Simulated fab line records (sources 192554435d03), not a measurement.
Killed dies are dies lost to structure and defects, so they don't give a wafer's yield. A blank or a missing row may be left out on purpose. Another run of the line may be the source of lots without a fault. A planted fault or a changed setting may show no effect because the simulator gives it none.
Chamber matching :: flow n5 finfet :: rie diel-01 running N5_HKMG_FIN_STRIP_93: 4 sister chambers
The step strips SOC in N2/H2, time 20 s. 4 wafers are shown with their chamber, then 7 later ones without.

WAFERS PAIRED WITH THEIR CHAMBERS
wafer: L081.3
chamber: 3
showerhead plenum p Torr (Torr): 3.42

wafer: L092.4
chamber: 1
showerhead plenum p Torr (Torr): 3.45

wafer: L094.1
chamber: 2
showerhead plenum p Torr (Torr): 3.55

wafer: L094.2
chamber: 0
showerhead plenum p Torr (Torr): 3.56

WAFERS WITH NO CHAMBER GIVEN
wafer: L094.6
showerhead plenum p Torr (Torr): 3.56

wafer: L096.1
showerhead plenum p Torr (Torr): 3.54

wafer: L096.2
showerhead plenum p Torr (Torr): 3.44

wafer: L096.4
showerhead plenum p Torr (Torr): 3.41

wafer: L097.1
showerhead plenum p Torr (Torr): 3.41

wafer: L097.2
showerhead plenum p Torr (Torr): 3.54

wafer: L097.4
showerhead plenum p Torr (Torr): 3.55

WHICH CHAMBER EACH ONE RAN IN
wafer: L094.6
from the rows above: can't be placed: 0 or 2
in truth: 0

wafer: L096.1
from the rows above: can't be placed: 2 or 0
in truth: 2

wafer: L096.2
from the rows above: can't be placed: 1 or 3
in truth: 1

wafer: L096.4
from the rows above: 3
in truth: 3

wafer: L097.1
from the rows above: 3
in truth: 3

wafer: L097.2
from the rows above: can't be placed: 2 or 0
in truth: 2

wafer: L097.4
from the rows above: can't be placed: 2 or 0
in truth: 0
Correct placement for 2 of the 7. Can't be placed from these rows: 5 (the true chamber is among the candidates in 5). Wrongly placed: 0.
How it was worked out, from the rows above alone: a wafer's distance from a chamber is the root of the sum, over the readings, of the square of ((its reading less the chamber's mean) divided by the reading's scatter). If the next closest chamber is less than 2 further off than the closest, the wafer can't be placed; otherwise it belongs to the closest. For every chamber, the mean is computed from those of its wafers that are shown. The scatter: with one shown wafer a chamber, the root of the mean of the squares of how far each hidden wafer lies from its nearest shown one.
